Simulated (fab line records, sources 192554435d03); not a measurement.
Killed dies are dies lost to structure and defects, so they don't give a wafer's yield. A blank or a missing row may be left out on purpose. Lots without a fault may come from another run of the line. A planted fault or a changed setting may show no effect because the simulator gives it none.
fab line records | flow n5_finfet
record lots=9 wafers=25 last_day=17
route steps=1938 shown BEOL_M4@1062 PASSIVATION@1936
lots that met no fault: from a run of the same line without faults
start_h: hours from the record's first day to the start of the lot's first wafer shown | wait_h: hours since the lot's step before | " the same as in the row above | L1.1+2: a row that stands for several wafers | - no value, or no start given | * or withheld: withheld | < > ~ a bound
route shown NAME@n: a module of which the file shows steps, and the number in the route of the first | usual: mean/standard deviation of fault-free wafers | same: alike in all rows | chamber/n: place in a boat | sites: the reading at each site | _std_site: their standard deviation | _edge_site: outer sites' mean less inner sites' | radius_mm: how far each site lies from the wafer's centre | mask NAME#n: copy n | behind: the tool/chamber that last shaped the wafer | hold: why the lot was held/for how many hours/how that ended | device: the transistor (n, p or np) that didn't switch | end of line: the same wafers' tests at the end of the route | a step without rows: its recipe alone | killed: dies lost to structure and defects at the first sort, not the wafer's yield | map: a wafer's dies, x killed, . not, _ none there
set.NAME: the setting as run; set.NAME@STEP: as run at that earlier step | model.NAME: the simulator's own value behind a step, which no gauge read
steps of the route over a sample of lots; a table a step, a row a wafer
services: from which hour (start_h, from the record's first day; less than 0 if before it) a tool's chamber was out of use, for how many hours, and why
## steps
# step N5_BEOL_M4_ALD_98
# recipe material=SiO2 target_thk_a=25 temp_c=100 ald_precursor_family=BDEAS ald_co_reactant=O2-plasma pulse_time_s=1 co_reactant_pulse_time_s=1 purge_time_s=2 co_reactant_purge_time_s=2 ald_cycles=17 pressure_torr=2
# usual ald_cycles=17/0 heater_power_w=78/9.1 precursor_pulse_height_rel=1.000/0.018
# same co_reactant_purge_time_s=2
# columns lot.wafer tool chamber start_h wait_h ald_cycles heater_power_w precursor_pulse_height_rel
L164.1 ald_sin-03 2 155.85 0.1 17 64 0.991
L164.3 " 3 " " 17 97 0.990
L164.5 " 0 " " 17 79 0.990
L166.1 ald_sin-01 1 171.78 1.3 17 83 1.001
L166.2 " 2 " " 17 76 1.014
L166.3 " 3 " " 17 85 1.016
L170.2 ald_sin-04 0 196.72 0.1 17 87 1.007
L170.3 " 3 " " 17 85 0.986
L170.6 " 3 " " 17 81 0.975
L173.3 ald_sin-03 1 207.12 0.1 17 72 1.007
L173.4 " 3 " " 17 94 1.011
L173.6 " 1 " " 17 75 1.003
L175.1 ald_sin-04 3 231.93 0.1 17 81 1.039
L175.4 " 1 " " 17 70 1.014
L175.6 " 0 " " 17 83 0.996
L180.1 ald_sin-03 3 247.48 0.1 12 94 0.994
L180.4 " 2 " " 17 64 0.999
L179.1 ald_sin-03 1 261.37 0.1 12 74 0.979
L179.3 " 0 " " 17 75 0.993
L179.6 " 3 " " 12 97 1.022
L181.4 ald_sin-03 3 261.94 0.3 17 95 1.009
L181.6 " 3 " " 12 97 0.991
L187.1 ald_sin-04 1 288.18 0.1 17 72 0.996
L187.2 " 2 " " 17 73 0.987
L187.6 " 1 " " 17 73 1.020
# step N5_BEOL_M4_ETCHBACK_99
# recipe chemistry=CHF3 target=SiO2 target_depth_a=50 time_s=10.4 source_w=215 bias_w=47 Ar_flow_sccm=200 CHF3_flow_sccm=12 ion_energy_ev=100 pressure_mtorr=30
# usual chamber_pressure_mTorr=30.00/0.042 drypump_motor_current_A=5.8/0.43 oes_product_au=0.81/0.091 rf_vpp_V=242/5.5 showerhead_plenum_p_Torr=2.16/0.071 throttle_valve_pct=17.02/0.22
# columns lot.wafer tool chamber start_h wait_h chamber_pressure_mTorr drypump_motor_current_A oes_product_au rf_hours_counter_h rf_vpp_V showerhead_plenum_p_Torr throttle_valve_pct
L164.1 rie_diel-04 2 165.27 9.4 30.01 5.9 0.67 241 240 2.05 17.09
L164.3 " 3 " " 30.03 5.9 0.70 218 240 2.22 17.44
L164.5 " 0 " " 30.05 5.7 0.96 - 245 2.11 17.09
L166.1 rie_diel-05 2 173.40 1.6 30.03 5.2 0.78 109 238 2.08 16.73
L166.2 " 1 " " 30.02 5.8 0.90 18 236 2.11 17.00
L166.3 " 3 " " 30.00 5.7 0.73 195 251 2.20 17.12
L170.2 rie_diel-05 1 203.75 7.0 29.96 5.8 0.87 30 236 2.11 17.00
L170.3 " 3 " " 29.99 5.7 0.72 207 248 2.20 17.17
L170.6 " 0 " " 29.97 5.5 0.85 - 245 2.21 16.69
L173.3 rie_diel-05 1 207.57 0.4 30.04 5.8 0.88 31 236 2.11 17.03
L173.4 " 0 " " 30.02 5.5 0.84 63 247 2.21 16.69
L173.6 " 1 " " 29.98 5.8 0.87 - 240 2.11 17.01
L175.1 rie_diel-05 1 233.19 1.2 29.99 5.8 0.87 39 236 2.10 17.03
L175.4 " 2 " " 30.01 5.2 0.76 131 240 2.08 16.75
L175.6 " 1 " " 29.98 5.8 0.87 - 236 2.10 17.05
L180.1 rie_diel-03 1 250.49 3.0 29.99 5.1 0.70 247 243 2.12 17.17
L180.4 " 1 " " 30.00 5.1 0.70 - 243 2.12 17.18
L179.1 rie_diel-04 1 262.14 0.7 30.01 6.4 0.84 66 245 2.26 17.15
L179.3 " 0 " " 30.02 5.7 0.90 37 246 2.10 17.15
L179.6 " 1 " " 30.03 6.4 0.83 - 245 2.26 17.15
L181.4 rie_diel-04 0 262.63 0.6 29.97 5.7 0.90 - 245 2.10 17.15
L181.6 " 1 " " 29.97 6.4 0.85 - 245 2.26 17.16
L187.1 rie_diel-03 3 292.24 4.0 30.04 6.3 0.68 265 229 2.11 17.28
L187.2 " 1 " " 30.00 5.2 0.96 4 245 2.12 16.79
L187.6 " 2 " " 29.99 6.6 0.80 - 247 2.09 16.96
# step N5_BEOL_M4_STRIP_36
# recipe chemistry=N2/H2 power_w=450 temp_c=40 pressure_mtorr=20 rf_frequency_hz=6e+07 overash_fraction=0.3 bias_power_w=7 h2_frac=0.5 n2_flow_sccm=200 h2_flow_sccm=200
# usual chamber_pressure_mTorr=20.00/0.03 drypump_motor_current_A=5.8/0.43 n2_flow_sccm=200.0/0.61 oes_product_au=0.81/0.094 power_w=450.1/1.3 rf_vpp_V=59.2/1.5 showerhead_plenum_p_Torr=2.54/0.09 throttle_valve_pct=23.5/0.33
# columns lot.wafer tool chamber start_h wait_h chamber_pressure_mTorr drypump_motor_current_A n2_flow_sccm oes_product_au power_w rf_hours_counter_h rf_vpp_V showerhead_plenum_p_Torr throttle_valve_pct
L164.1 rie_diel-04 2 165.47 0.0 19.99 5.9 199.4 0.67 449.3 241 59.3 2.40 23.4
L164.3 " 3 " " 20.02 5.9 200.2 0.71 451.5 218 58.1 2.61 24.1
L164.5 " 0 " " 19.99 5.7 200.1 0.98 449.2 - 59.0 2.48 23.7
L166.1 rie_diel-05 2 173.61 0.0 19.96 5.2 200.3 0.78 450.2 109 59.3 2.45 23.2
L166.2 " 1 " " 19.98 5.8 199.6 0.91 449.7 18 61.1 2.48 23.3
L166.3 " 3 " " 19.95 5.6 199.1 0.71 451.4 196 56.8 2.62 23.5
L170.2 rie_diel-05 1 203.95 0.0 19.94 5.8 200.0 0.88 452.4 30 60.5 2.48 23.3
L170.3 " 3 " " 20.04 5.6 200.1 0.70 449.5 207 60.8 2.62 23.5
L170.6 " 0 " " 19.96 5.4 199.4 0.82 449.8 - 56.9 2.57 23.1
L173.3 rie_diel-05 1 207.77 0.0 20.04 5.8 199.6 0.91 449.4 31 57.3 2.48 23.3
L173.4 " 0 " " 20.03 5.4 201.0 0.85 451.3 63 60.2 2.57 23.1
L173.6 " 1 " " 20.03 5.8 200.7 0.90 450.5 - 58.8 2.48 23.3
L175.1 rie_diel-05 1 233.40 0.0 20.02 5.8 200.8 0.86 449.5 39 60.1 2.47 23.3
L175.4 " 2 " " 19.98 5.2 200.5 0.75 448.9 131 59.1 2.45 23.3
L175.6 " 1 " " 20.05 5.8 200.3 0.87 452.2 - 59.1 2.47 23.3
L180.1 rie_diel-03 1 250.69 0.0 20.06 5.1 201.3 0.69 448.6 247 60.5 2.48 23.3
L180.4 " 1 " " 20.03 5.1 201.1 0.69 449.9 - 57.3 2.48 23.3
L179.1 rie_diel-04 1 262.34 0.0 20.04 6.4 200.2 0.84 450.2 66 59.5 2.69 24.0
L179.3 " 0 " " 20.02 5.7 200.2 0.90 450.4 38 55.7 2.46 23.7
L179.6 " 1 " " 20.00 6.4 200.3 0.83 450.3 - 61.8 2.69 24.0
L181.4 rie_diel-04 0 262.83 0.0 19.99 5.7 199.6 0.90 452.0 - 57.8 2.47 23.7
L181.6 " 1 " " 20.02 6.4 199.6 0.83 449.8 - 59.2 2.69 24.0
L187.1 rie_diel-03 3 292.45 0.0 19.99 6.3 199.7 0.68 446.4 266 60.3 2.48 23.8
L187.2 " 1 " " 19.96 5.2 200.3 0.95 449.4 4 58.7 2.48 23.1
L187.6 " 2 " " 20.00 6.6 199.7 0.81 451.5 - 57.8 2.46 23.7
# step N5_BEOL_M4_TRENCH_ETCH_37
# recipe chemistry=C4F6/O2 target_depth_a=555.55 target=SiOC time_s=29.2 ion_energy_ev=250 pressure_mtorr=30 source_w=355 bias_w=185 Ar_flow_sccm=300 C4F6_flow_sccm=10 O2_flow_sccm=10
# usual chamber_pressure_mTorr=30.00/0.038 drypump_motor_current_A=5.8/0.43 oes_product_au=0.81/0.092 rf_vpp_V=668/15 showerhead_plenum_p_Torr=2.85/0.091 throttle_valve_pct=20.81/0.21
# columns lot.wafer tool chamber start_h wait_h chamber_pressure_mTorr drypump_motor_current_A oes_product_au rf_hours_counter_h rf_vpp_V showerhead_plenum_p_Torr throttle_valve_pct
L164.1 rie_diel-04 2 - - 30.00 5.9 0.67 241 663 2.71 20.84
L164.3 " 3 " " 29.97 6.0 0.71 218 660 2.93 21.23
L164.5 " 0 " " 29.97 5.7 0.96 - 677 2.80 20.95
L166.1 rie_diel-05 2 - - 29.95 5.2 0.78 109 660 2.76 20.49
L166.2 " 1 " " 30.00 5.8 0.90 18 654 2.79 20.80
L166.3 " 3 " " 30.07 5.6 0.73 196 688 2.91 20.86
L170.2 rie_diel-05 1 - - 29.94 5.8 0.89 30 654 2.79 20.82
L170.3 " 3 " " 29.97 5.7 0.71 207 688 2.91 20.88
L170.6 " 0 " " 30.04 5.5 0.85 - 681 2.92 20.51
L173.3 rie_diel-05 1 - - 29.98 5.8 0.87 31 655 2.79 20.82
L173.4 " 0 " " 29.98 5.4 0.85 63 681 2.92 20.53
L173.6 " 1 " " 29.94 5.8 0.89 - 654 2.79 20.82
L175.1 rie_diel-05 1 - - 30.01 5.8 0.86 39 654 2.79 20.83
L175.4 " 2 " " 30.03 5.2 0.76 131 660 2.75 20.51
L175.6 " 1 " " 30.00 5.8 0.86 - 653 2.79 20.83
L180.1 rie_diel-03 1 - - 29.98 5.1 0.70 247 673 2.81 20.92
L180.4 " 1 " " 30.02 5.1 0.69 - 673 2.81 20.94
L179.1 rie_diel-04 1 - - 29.97 6.4 0.84 66 680 2.98 20.96
L179.3 " 0 " " 29.99 5.7 0.90 38 677 2.78 20.99
L179.6 " 1 " " 29.99 6.4 0.84 - 678 2.98 20.97
L181.4 rie_diel-04 0 - - 29.98 5.7 0.90 - 675 2.78 20.98
L181.6 " 1 " " 30.00 6.4 0.83 - 678 2.98 20.95
L187.1 rie_diel-03 3 - - 30.01 6.3 0.67 266 630 2.79 21.03
L187.2 " 1 " " 30.00 5.1 0.96 4 671 2.81 20.63
L187.6 " 2 " " 29.99 6.6 0.80 - 681 2.77 20.77
# step N5_BEOL_M4_RC_MEAS_101
# usual DIBL_N=36.3/1.7 DIBL_P=36.3/2.2 IOFF_N=0.16/0.034 IOFF_P=0.21/0.038 ION_N=673/13 ION_P=461/8.3 SS_N=71.5/0.55 SS_P=73.3/0.67 VT_N=250/3.4 VT_P=-251/3.5
# columns lot.wafer tool chamber start_h wait_h DIBL_N[mV/V] DIBL_P[mV/V] IOFF_N[nA/um] IOFF_P[nA/um] ION_N[uA/um] ION_P[uA/um] SS_N[mV/dec] SS_P[mV/dec] VT_N[mV] VT_P[mV]
L164.1 prober-01 0 169.82 0.0 40.2 39.4 0.24 0.28 688 460 72.3 72.9 244 -246
L164.3 " 0 " " 36.2 35.4 0.16 0.19 679 461 71.2 72.6 250 -251
L164.5 " 0 " " 35.2 33.2 0.12 0.16 653 446 71.2 72.5 254 -254
L166.1 prober-01 0 177.92 0.0 35.3 34.0 0.15 0.18 665 454 70.9 73.4 249 -251
L166.2 " 0 " " 33.9 32.8 0.12 0.17 644 446 70.8 73.3 253 -253
L166.3 " 0 " " 35.4 35.6 0.15 0.21 660 456 71.4 73.8 253 -249
L170.2 prober-02 0 208.27 0.2 35.2 35.5 0.16 0.21 673 459 70.9 73.5 247 -252
L170.3 " 0 " " 34.3 34.4 0.14 0.19 659 455 71.2 71.9 251 -253
L170.6 " 0 " " 34.7 35.5 0.16 0.21 670 465 71.2 73.0 249 -251
L173.3 prober-01 0 213.62 0.3 39.5 39.5 0.22 0.33 698 484 72.3 74.4 248 -241
L173.4 " 0 " " 35.5 35.5 0.15 0.23 680 472 71.4 73.7 248 -245
L173.6 " 0 " " 36.1 35.8 0.15 0.22 677 468 72.1 73.2 253 -247
L175.1 prober-02 0 237.78 0.0 35.7 35.9 0.16 0.18 676 459 71.1 72.8 248 -253
L175.4 " 0 " " 37.9 37.6 0.19 0.21 662 452 72.6 73.9 249 -251
L175.6 " 0 " " 36.9 37.3 0.18 0.20 679 452 71.7 73.5 247 -253
L180.1 prober-02 0 255.43 0.0 34.9 35.9 0.14 0.17 665 454 70.8 73.4 251 -255
L180.4 " 0 " " 35.7 35.8 0.15 0.17 678 457 70.9 72.5 251 -255
L179.1 prober-01 0 266.45 0.0 38.7 38.5 0.21 0.23 690 466 72.0 74.1 246 -253
L179.3 " 0 " " 38.9 40.0 0.22 0.26 701 469 71.7 74.2 245 -249
L179.6 " 0 " " 36.7 36.8 0.17 0.20 681 461 71.6 74.4 247 -254
L181.4 prober-02 0 268.68 0.5 37.7 36.8 0.17 0.17 680 453 71.8 73.3 248 -259
L181.6 " 0 " " 36.4 34.9 0.14 0.15 674 454 70.8 72.7 250 -259
L187.1 prober-02 0 296.96 0.0 36.2 35.5 0.14 0.17 662 453 71.2 73.1 253 -256
L187.2 " 0 " " 38.1 37.5 0.18 0.20 671 455 71.8 73.8 248 -251
L187.6 " 0 " " 38.4 38.9 0.20 0.23 693 465 71.8 74.1 248 -253
# step N5_PASSIVATION_PROBE_49
# usual defect_limited_yield=91.4/1.6 killed_at_M0_to_M3=34/10 killed_at_M4_up=12/4.8 killed_at_contacts=11/6.2 killed_at_front_end=39/13 killed_at_other=4/3.1 killed_dies=101/19 killed_open=67/14 killed_short=32/8.3 sort_bin_5_function=5.0/1 sort_bin_6_memory=3.2/0.76 sort_bin_8_speed=0.00/0.026 sort_n_pass=1079/19
# same gross_dies=1180 killed_at_back_side=0 sort_bin_4_leakage[%]=0
# columns lot.wafer tool chamber start_h wait_h defect_limited_yield[%] killed_at_M0_to_M3 killed_at_M4_up killed_at_contacts killed_at_front_end killed_at_other killed_dies killed_open killed_short sort_bin_5_function[%] sort_bin_6_memory[%] sort_bin_8_speed[%] sort_n_pass
L181.4 prober-02 - 376.87 0.2 90.4 48 5 18 39 3 113 75 36 5.8 3.5 0 1067
L181.6 prober-02 - 376.97 0.3 89.7 50 6 20 40 5 121 80 41 6.3 3.5 0 1059
# killed by level:class
L181.4 MOL_CONTACT_COAG:geometric_particle:open=12 BEOL_M2:geometric_particle:open=12 STI_FIN_REVEAL:geometric_particle:open=9 BEOL_M3:geometric_particle:open=9 BEOL_M1:geometric_particle:short=7 GATE_CUT:geometric_particle:open=6 BEOL_M0_SAQP:geometric_particle:open=6 FIN_SAQP:geometric_particle:open=5
L181.6 MOL_CONTACT_COAG:geometric_particle:open=16 FIN_SAQP:geometric_particle:open=14 BEOL_M3:geometric_particle:open=13 BEOL_M0_SAQP:geometric_particle:open=11 BEOL_M0_SAQP:geometric_particle:short=8 FIN_SAQP:geometric_particle:short=6 BEOL_M2:geometric_particle:open=6 MOL_CONTACT_COAG:geometric_particle:short=4
## services
# columns tool chamber start_h hours kind
ald_sin-03 1 138.49 4.2 repair
rie_diel-03 0 151.36 2.6 repair
ald_sin-01 3 154.64 3.3 repair
rie_diel-04 3 172.52 3.1 repair
ald_sin-03 - 178.79 14.0 pm
ald_sin-03 0 178.79 14.0 vent_cycle
ald_sin-03 1 178.79 14.0 vent_cycle
ald_sin-03 2 178.79 14.0 vent_cycle
ald_sin-03 3 178.79 14.0 vent_cycle
rie_diel-04 2 184.78 - clean
rie_diel-04 2 184.78 - consumable_replace:focus_ring
rie_diel-04 2 184.78 - consumable_replace:showerhead
rie_diel-04 2 184.78 21.2 scheduled_down
rie_diel-04 2 184.78 21.2 vent_cycle
ald_sin-03 0 192.79 - clean
ald_sin-01 2 217.35 1.6 repair
rie_diel-04 3 246.40 - clean
rie_diel-04 3 246.40 - consumable_replace:focus_ring
rie_diel-04 3 246.40 26.4 scheduled_down
rie_diel-04 3 246.40 26.4 vent_cycle
ald_sin-04 3 251.10 1.7 repair
rie_diel-03 1 260.72 - clean
rie_diel-03 1 260.72 - consumable_replace:focus_ring
rie_diel-05 1 269.99 15.2 repair
## key
first_sign step=N5_BEOL_M4_ALD_98 reading=ald_cycles direction=down sigmas=99+ usual=* struck=*
effect none on later readings
met_at N5_BEOL_M4_ALD_98
struck_lots L179,L180,L181
struck_wafers L179.1,L179.6,L180.1,L181.6
not_acting_at N5_BEOL_M4_ETCHBACK_99,N5_BEOL_M4_STRIP_36,N5_BEOL_M4_TRENCH_ETCH_37
onset_between 207.12 247.48
fault kind=process_parameter_drift tool=ald_sin-03 chamber=- onset_h=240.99 steps=N5_BEOL_M4_ALD_98 channel=ald_cycles offset=* shape=step end_h=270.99 scope=struck_wafers_only acts_in=* stated=*
